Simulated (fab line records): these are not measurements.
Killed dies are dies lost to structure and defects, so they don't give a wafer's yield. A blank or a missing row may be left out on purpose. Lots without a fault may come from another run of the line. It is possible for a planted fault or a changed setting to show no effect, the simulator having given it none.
Split-lot experiment | flow n5Finfet | route with 1938 steps; 7 lots, 39 wafers read

== THE SPLIT ITSELF ==
At N5_HKMG_FIN_DEVELOP_48 (develop time 30 s), the setting developTimeS was moved away from the recipe's 30 s on 15 of the 39 wafers read, by -58.1% to +52.6%. The other wafers ran this setting at the recipe's value.

Split to reading: the file shows no intervening step.

== THE READING ==
cdNm (nm) at N5_HKMG_FIN_CD_MEAS_49, where the cd target is 202 nm. A value of 201.8 nm with a standard deviation of 0.64 nm is what fault-free wafers of this fab line usually give.

wafer  | tool, chamber at the split | developTimeS as run, s | against the recipe | cdNm, nm | against lot-mates on the recipe
L076.1 | lithoTrack-02, 0           | 30                     | recipe             | 201.9    | -
L076.2 | lithoTrack-02, 0           | 12.57                  | -58.1%             | 196.2    | -5.4
L076.3 | lithoTrack-02, 0           | 30                     | recipe             | 200.9    | -
L076.4 | lithoTrack-02, 0           | 30                     | recipe             | 202.1    | -
L076.5 | lithoTrack-02, 0           | 12.57                  | -58.1%             | 198.1    | -3.5
L076.6 | lithoTrack-02, 0           | 12.57                  | -58.1%             | 196.6    | -5.0
L077.1 | lithoTrack-02, 0           | 30                     | recipe             | 202.1    | -
L077.2 | lithoTrack-02, 0           | 30                     | recipe             | 200.6    | -
L077.3 | lithoTrack-02, 0           | 34.94                  | +16.5%             | 203.0    | +1.6
L077.4 | lithoTrack-02, 0           | 30                     | recipe             | 201.6    | -
L077.5 | lithoTrack-02, 0           | 34.94                  | +16.5%             | 202.7    | +1.3
L077.6 | lithoTrack-02, 0           | 34.94                  | +16.5%             | 202.1    | +0.7
L082.1 | lithoTrack-03, 0           | 30                     | recipe             | 201.6    | -
L082.2 | lithoTrack-03, 0           | 20.47                  | -31.8%             | 200.0    | -1.7
L082.3 | lithoTrack-03, 0           | 30                     | recipe             | 202.1    | -
L082.4 | lithoTrack-03, 0           | 30                     | recipe             | 201.4    | -
L082.5 | lithoTrack-03, 0           | 20.47                  | -31.8%             | 199.8    | -1.9
L082.6 | lithoTrack-03, 0           | 20.47                  | -31.8%             | 200.9    | -0.8
L083.1 | lithoTrack-02, 0           | 30                     | recipe             | 202.5    | -
L083.2 | lithoTrack-02, 0           | 30                     | recipe             | 200.9    | -
L083.5 | lithoTrack-02, 0           | 30                     | recipe             | 202.2    | -
L085.1 | lithoTrack-01, 0           | 36.68                  | +22.3%             | 202.9    | +0.7
L085.2 | lithoTrack-01, 0           | 36.68                  | +22.3%             | 202.5    | +0.3
L085.3 | lithoTrack-01, 0           | 30                     | recipe             | 201.7    | -
L085.4 | lithoTrack-01, 0           | 30                     | recipe             | 202.6    | -
L085.5 | lithoTrack-01, 0           | 30                     | recipe             | 202.3    | -
L085.6 | lithoTrack-01, 0           | 36.68                  | +22.3%             | 203.1    | +0.9
L087.1 | lithoTrack-02, 0           | 45.79                  | +52.6%             | 204.5    | +2.7
L087.2 | lithoTrack-02, 0           | 45.79                  | +52.6%             | 204.3    | +2.5
L087.3 | lithoTrack-02, 0           | 30                     | recipe             | 202.2    | -
L087.4 | lithoTrack-02, 0           | 45.79                  | +52.6%             | 203.2    | +1.4
L087.5 | lithoTrack-02, 0           | 30                     | recipe             | 202.2    | -
L087.6 | lithoTrack-02, 0           | 30                     | recipe             | 201.1    | -
L088.1 | lithoTrack-01, 0           | 30                     | recipe             | 201.1    | -
L088.2 | lithoTrack-01, 0           | 30                     | recipe             | 200.9    | -
L088.3 | lithoTrack-01, 0           | 30                     | recipe             | 201.0    | -
L088.4 | lithoTrack-01, 0           | 30                     | recipe             | 202.2    | -
L088.5 | lithoTrack-01, 0           | 30                     | recipe             | 201.4    | -
L088.6 | lithoTrack-01, 0           | 30                     | recipe             | 200.7    | -

FIT RESULTS
A straight line over all 39 wafers: cdNm changes by +0.061 nm for each +1% of developTimeS; r = +0.91; the points scatter about the line by 0.72 nm.
The same after taking each lot's own level away (the mean of its wafers on the recipe; 39 wafers): +0.0587 nm for each +1%; r = +0.90; scatter 0.71 nm.
The reading moves by 3.4 nm for the largest change in developTimeS, on that fit.
From 201.22 to 202.20 nm: that is the span of the lots' own levels, equal to 1.5 times the standard deviation above.
So the lot-to-lot level changes the slope little: the two slopes agree.
Check: -3.21 nm against its lot-mates is what the line predicts for one of the wafers moved furthest among these (-58.1%) when that wafer is left out of the fit. Against them it came out at -5.43 nm.

== ADDITIONAL SPLITS CARRIED BY THESE WAFERS ==
Before the reading, these wafers also passed through other splits. Each is held against what the fit with the lots' levels taken away leaves over:
other split on the same wafers   | wafers away from the commonest value | r with cdNm (lot level and that fit taken away)
N5_FIN_SAQP_HM_DEP_72 targetThkA | 18                                   | +0.08

== THE WHOLE CHAIN: every reading that the file lists as answering this split, in the file's order ==
step                   | what it does                                           | reading                                                              | change (the file's fit)                | r (the file's)
N5_HKMG_FIN_CD_MEAS_49 | target cd 202 nm                                       | cdNm                                                                 | +0.0585 nm for each +1% of the setting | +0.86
N5_HKMG_FIN_ETCH_54    | etches SiARC in CF4, target depth 45.5 nm, time 75.8 s | HKMG_FIN.cdOffsetNm (the simulator's own value, which no gauge read) | +0.0653 nm for each +1% of the setting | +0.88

== THE FILE'S OWN FIT ==
cdNm changes by +0.0585 nm for each +1% of developTimeS, r = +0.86.
